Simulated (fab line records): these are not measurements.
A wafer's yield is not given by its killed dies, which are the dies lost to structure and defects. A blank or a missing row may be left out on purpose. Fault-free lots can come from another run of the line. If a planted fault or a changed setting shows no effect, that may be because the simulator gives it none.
Which of the tools did it? | flow n5_finfet | Sampling: 24 lots, 72 wafers, 6 of 1938 route steps

WHAT EACH GAUGE READ, for each wafer
N5_BEOL_M2_OCD_MEAS_38. Usual: 55.2 nm for trench_depth_nm, sd 1.4.
lot  | measured     | on     | trench_depth_nm (nm) | flag
L074 | day 8 12:47  | ocd-02 | 56.9 56.4 55.2       |
L075 | day 8 13:01  | ocd-02 | 53.1 56.5 52.5       |
L077 | day 8 15:16  | ocd-02 | 54.0 55.1 54.2       |
L076 | day 8 18:11  | ocd-02 | 54.2 52.8 54.6       |
L078 | day 9 00:58  | ocd-01 | 52.3 53.0 55.2       |
L079 | day 9 18:19  | ocd-02 | 56.9 56.1 53.4       |
L080 | day 9 18:30  | ocd-02 | 52.2 54.4 52.4       |
L082 | day 9 18:33  | ocd-01 | 54.8 54.3 56.6       |
L084 | day 9 22:25  | ocd-01 | 54.3 56.2 54.5       |
L081 | day 10 02:01 | ocd-01 | 55.6 53.3 53.0       |
L086 | day 10 04:38 | ocd-01 | 55.0 52.7 55.3       |
L083 | day 10 19:46 | ocd-02 | 55.0 56.8 56.4       |
L085 | day 11 10:07 | ocd-02 | 53.4 57.1 55.3       |
L087 | day 12 01:58 | ocd-01 | 55.1 53.8 54.7       |
L088 | day 12 07:04 | ocd-02 | 54.0 55.9 57.6       |
L089 | day 12 07:32 | ocd-01 | 57.0 56.2 57.4       |
L090 | day 12 19:59 | ocd-02 | 55.3 53.6 56.2       |
L092 | day 13 01:36 | ocd-01 | 56.1 57.1 55.3       |
L091 | day 13 04:25 | ocd-01 | 55.0 56.5 53.9       |
L094 | day 13 12:26 | ocd-01 | 56.5 55.5 54.0       |
L093 | day 13 16:02 | ocd-02 | 57.0 55.1 54.8       |
L096 | day 13 21:24 | ocd-02 | 56.1 56.6 54.1       |
L095 | day 14 05:35 | ocd-02 | 56.2 56.8 56.1       |
L097 | day 14 21:55 | ocd-01 | 53.6 55.8 57.0       |

N5_BEOL_M2_INSPECT_59: inspects for defects (darkfield). Usual: 73 for raw_defect_count, sd 26.
lot  | measured     | on                | raw_defect_count | flag
L074 | day 8 16:56  | defect_inspect-02 | 75 82 30         |
L075 | day 8 18:02  | defect_inspect-01 | 69 82 66         |
L077 | day 8 19:31  | defect_inspect-01 | 69 106 83        |
L076 | day 8 23:40  | defect_inspect-01 | 118 76 108       |
L078 | day 9 05:29  | defect_inspect-02 | 66 79 43         |
L079 | day 9 22:31  | defect_inspect-01 | 57 78 54         |
L080 | day 9 23:23  | defect_inspect-01 | 77 82 54         |
L082 | day 9 23:47  | defect_inspect-02 | 60 37 56         |
L084 | day 10 05:29 | defect_inspect-01 | 52 78 54         |
L081 | day 10 06:20 | defect_inspect-01 | 50 54 54         |
L086 | day 10 08:41 | defect_inspect-02 | 147 117 92       |
L083 | day 11 01:25 | defect_inspect-02 | 63 35 73         |
L085 | day 11 15:56 | defect_inspect-01 | 91 72 55         |
L087 | day 12 05:40 | defect_inspect-01 | 69 97 34         |
L088 | day 12 13:55 | defect_inspect-02 | 54 44 66         |
L089 | day 12 11:51 | defect_inspect-01 | 71 76 65         |
L090 | day 13 01:10 | defect_inspect-02 | 61 60 59         |
L092 | day 13 05:25 | defect_inspect-02 | 43 61 30         |
L091 | day 13 09:25 | defect_inspect-01 | 96 49 49         |
L094 | day 13 17:49 | defect_inspect-02 | 78 115 67        |
L093 | day 13 20:13 | defect_inspect-01 | 76 169 90        |
L096 | day 14 01:47 | defect_inspect-01 | 34 54 68         |
L095 | day 14 09:20 | defect_inspect-01 | 61 88 88         |
L097 | day 15 01:58 | defect_inspect-01 | 133 77 130       |

WHICH TOOL RAN EACH LOT (tool, then ch and the chambers of the sampled wafers, then the start)
lot  | N5_BEOL_M2_ALD_84                   | N5_BEOL_M2_ANNEAL_80         | N5_BEOL_M2_ANNEAL_89         | N5_BEOL_M2_ANNEAL_91
L074 | ald_metal-01 ch 0,2,3, day 8 13:15  | pvd_sputter-02, day 8 14:22  | pvd_sputter-02, day 8 15:02  | pvd_sputter-02, day 8 15:15
L075 | ald_metal-04 ch 0,2,3, day 8 13:20  | pvd_sputter-01, day 8 15:14  | pvd_sputter-01, day 8 15:54  | pvd_sputter-01, day 8 16:07
L077 | ald_metal-02 ch 1,2,3, day 8 16:01  | pvd_sputter-02, day 8 16:56  | pvd_sputter-02, day 8 17:35  | pvd_sputter-02, day 8 17:49
L076 | ald_metal-04 ch 0,2,3, day 8 19:01  | pvd_sputter-03, day 8 19:54  | pvd_sputter-03, day 8 20:34  | pvd_sputter-03, day 8 20:47
L078 | ald_metal-01 ch 0,1,2, day 9 02:04  | pvd_sputter-01, day 9 02:55  | pvd_sputter-01, day 9 03:34  | pvd_sputter-01, day 9 03:47
L079 | ald_metal-04 ch 0,3, day 9 18:54    | pvd_sputter-03, day 9 19:54  | pvd_sputter-03, day 9 20:34  | pvd_sputter-03, day 9 20:47
L080 | ald_metal-02 ch 1,2, day 9 18:58    | pvd_sputter-01, day 9 20:50  | pvd_sputter-01, day 9 21:29  | pvd_sputter-01, day 9 21:43
L082 | ald_metal-01 ch 1,2,3, day 9 19:01  | pvd_sputter-02, day 9 21:05  | pvd_sputter-02, day 9 21:44  | pvd_sputter-02, day 9 21:58
L084 | ald_metal-01 ch 0,3, day 9 23:10    | pvd_sputter-01, day 10 01:49 | pvd_sputter-01, day 10 02:28 | pvd_sputter-01, day 10 02:41
L081 | ald_metal-01 ch 0,1,3, day 10 02:40 | pvd_sputter-01, day 10 03:39 | pvd_sputter-01, day 10 04:19 | pvd_sputter-01, day 10 04:32
L086 | ald_metal-02 ch 0,1,2, day 10 05:14 | pvd_sputter-02, day 10 06:07 | pvd_sputter-02, day 10 06:47 | pvd_sputter-02, day 10 07:00
L083 | ald_metal-01 ch 0,1, day 10 20:20   | pvd_sputter-03, day 10 22:53 | pvd_sputter-03, day 10 23:32 | pvd_sputter-03, day 10 23:46
L085 | ald_metal-04 ch 0,1,2, day 11 10:49 | pvd_sputter-02, day 11 13:20 | pvd_sputter-02, day 11 14:00 | pvd_sputter-02, day 11 14:13
L087 | ald_metal-01 ch 0,1,2, day 12 02:23 | pvd_sputter-01, day 12 03:08 | pvd_sputter-01, day 12 03:48 | pvd_sputter-01, day 12 04:01
L088 | ald_metal-01 ch 0,1,2, day 12 08:24 | pvd_sputter-02, day 12 11:08 | pvd_sputter-02, day 12 11:47 | pvd_sputter-02, day 12 12:01
L089 | ald_metal-02 ch 0,2,3, day 12 08:17 | pvd_sputter-02, day 12 09:17 | pvd_sputter-02, day 12 09:57 | pvd_sputter-02, day 12 10:10
L090 | ald_metal-01 ch 0,2,3, day 12 21:38 | pvd_sputter-01, day 12 22:38 | pvd_sputter-01, day 12 23:17 | pvd_sputter-01, day 12 23:31
L092 | ald_metal-04 ch 0,1,3, day 13 01:59 | pvd_sputter-02, day 13 02:52 | pvd_sputter-02, day 13 03:31 | pvd_sputter-02, day 13 03:44
L091 | ald_metal-01 ch 0,1,2, day 13 05:19 | pvd_sputter-01, day 13 06:13 | pvd_sputter-01, day 13 07:33 | pvd_sputter-01, day 13 07:46
L094 | ald_metal-01 ch 0,1,3, day 13 12:46 | pvd_sputter-02, day 13 15:09 | pvd_sputter-02, day 13 15:52 | pvd_sputter-02, day 13 16:07
L093 | ald_metal-02 ch 1,2,3, day 13 16:41 | pvd_sputter-02, day 13 17:37 | pvd_sputter-02, day 13 18:20 | pvd_sputter-02, day 13 18:33
L096 | ald_metal-01 ch 0,1,3, day 13 22:05 | pvd_sputter-02, day 13 23:15 | pvd_sputter-02, day 13 23:55 | pvd_sputter-02, day 14 00:08
L095 | ald_metal-02 ch 0,2, day 14 05:53   | pvd_sputter-02, day 14 06:47 | pvd_sputter-02, day 14 07:27 | pvd_sputter-02, day 14 07:40
L097 | ald_metal-02 ch 0,1,2, day 14 22:36 | pvd_sputter-02, day 14 23:23 | pvd_sputter-02, day 15 00:02 | pvd_sputter-02, day 15 00:16
- N5_BEOL_M2_ALD_84: deposits TaN, pulse time 2 s, purge time 3 s, co reactant purge time 2 s.
- N5_BEOL_M2_ANNEAL_80: time 240 s.
- N5_BEOL_M2_ANNEAL_89: time 240 s.
- N5_BEOL_M2_ANNEAL_91: time 240 s.

WHAT THE TOOLS THEMSELVES READ (means of the sampled wafers that have a number; where no wafer has one, the mark that the record gives instead)
N5_BEOL_M2_ALD_84. Usual: 416 W for heater_power_w, sd 47.
lot  | tool         | heater_power_w (W) | flag
L074 | ald_metal-01 | 402                |
L075 | ald_metal-04 | 399                |
L077 | ald_metal-02 | 422                |
L076 | ald_metal-04 | 409                |
L078 | ald_metal-01 | 411                |
L079 | ald_metal-04 | 386                |
L080 | ald_metal-02 | 414                |
L082 | ald_metal-01 | 423                |
L084 | ald_metal-01 | 390                |
L081 | ald_metal-01 | 416                |
L086 | ald_metal-02 | 462                |
L083 | ald_metal-01 | 417                |
L085 | ald_metal-04 | 400                |
L087 | ald_metal-01 | 409                |
L088 | ald_metal-01 | 414                |
L089 | ald_metal-02 | 407                |
L090 | ald_metal-01 | 399                |
L092 | ald_metal-04 | 383                |
L091 | ald_metal-01 | 413                |
L094 | ald_metal-01 | 418                |
L093 | ald_metal-02 | 427                |
L096 | ald_metal-01 | 411                |
L095 | ald_metal-02 | 398                |
L097 | ald_metal-02 | 456                |

N5_BEOL_M2_ANNEAL_80. Usual: 783 W for heater_power_w, sd 73.
lot  | tool           | heater_power_w (W) | flag
L074 | pvd_sputter-02 | 779                |
L075 | pvd_sputter-01 | 805                |
L077 | pvd_sputter-02 | 717                |
L076 | pvd_sputter-03 | 769                |
L078 | pvd_sputter-01 | 797                |
L079 | pvd_sputter-03 | 759                |
L080 | pvd_sputter-01 | 802                |
L082 | pvd_sputter-02 | 808                |
L084 | pvd_sputter-01 | 749                |
L081 | pvd_sputter-01 | 836                |
L086 | pvd_sputter-02 | 715                |
L083 | pvd_sputter-03 | 752                |
L085 | pvd_sputter-02 | 764                |
L087 | pvd_sputter-01 | 869                |
L088 | pvd_sputter-02 | 764                |
L089 | pvd_sputter-02 | 761                |
L090 | pvd_sputter-01 | 823                |
L092 | pvd_sputter-02 | 781                |
L091 | pvd_sputter-01 | 813                |
L094 | pvd_sputter-02 | 753                |
L093 | pvd_sputter-02 | 766                |
L096 | pvd_sputter-02 | 749                |
L095 | pvd_sputter-02 | 778                |
L097 | pvd_sputter-02 | 772                |

N5_BEOL_M2_ANNEAL_89. Usual: 782 W for heater_power_w, sd 74.
lot  | tool           | heater_power_w (W) | flag
L074 | pvd_sputter-02 | 764                |
L075 | pvd_sputter-01 | 809                |
L077 | pvd_sputter-02 | 729                |
L076 | pvd_sputter-03 | 761                |
L078 | pvd_sputter-01 | 787                |
L079 | pvd_sputter-03 | 749                |
L080 | pvd_sputter-01 | 808                |
L082 | pvd_sputter-02 | 810                |
L084 | pvd_sputter-01 | 755                |
L081 | pvd_sputter-01 | 833                |
L086 | pvd_sputter-02 | 715                |
L083 | pvd_sputter-03 | 750                |
L085 | pvd_sputter-02 | 785                |
L087 | pvd_sputter-01 | 884                |
L088 | pvd_sputter-02 | 745                |
L089 | pvd_sputter-02 | 757                |
L090 | pvd_sputter-01 | 810                |
L092 | pvd_sputter-02 | 776                |
L091 | pvd_sputter-01 | 805                |
L094 | pvd_sputter-02 | 753                |
L093 | pvd_sputter-02 | 757                |
L096 | pvd_sputter-02 | 767                |
L095 | pvd_sputter-02 | 776                |
L097 | pvd_sputter-02 | 777                |

N5_BEOL_M2_ANNEAL_91. Usual: 781 W for heater_power_w, sd 75.
lot  | tool           | heater_power_w (W) | flag
L074 | pvd_sputter-02 | 773                |
L075 | pvd_sputter-01 | 808                |
L077 | pvd_sputter-02 | 716                |
L076 | pvd_sputter-03 | 768                |
L078 | pvd_sputter-01 | 782                |
L079 | pvd_sputter-03 | 756                |
L080 | pvd_sputter-01 | 820                |
L082 | pvd_sputter-02 | 810                |
L084 | pvd_sputter-01 | 757                |
L081 | pvd_sputter-01 | 824                |
L086 | pvd_sputter-02 | 722                |
L083 | pvd_sputter-03 | 741                |
L085 | pvd_sputter-02 | 782                |
L087 | pvd_sputter-01 | 870                |
L088 | pvd_sputter-02 | 753                |
L089 | pvd_sputter-02 | 753                |
L090 | pvd_sputter-01 | 806                |
L092 | pvd_sputter-02 | 773                |
L091 | pvd_sputter-01 | 811                |
L094 | pvd_sputter-02 | 754                |
L093 | pvd_sputter-02 | 744                |
L096 | pvd_sputter-02 | 750                |
L095 | pvd_sputter-02 | 783                |
L097 | pvd_sputter-02 | 768                |

THE ANSWER, worked out from the rows above alone
Rule: lot off if the mean of its wafers having a number is beyond 3 standard deviations from the usual mean. Also off: a lot with no number at a reading for which 4 or more lots have one. Where the step has rows for the other lots, those lots are counted as sound. Order of review: gauges by route order, followed by the tools' own readings, for which a lot's mean as printed above is used. The first step at which some lot is off is used, and at that step the reading that is off furthest; a lot without a number counts as furthest.
No lot is off at any reading shown: from this, nothing can be told.

WHAT WAS PUT IN BY THE SIMULATOR
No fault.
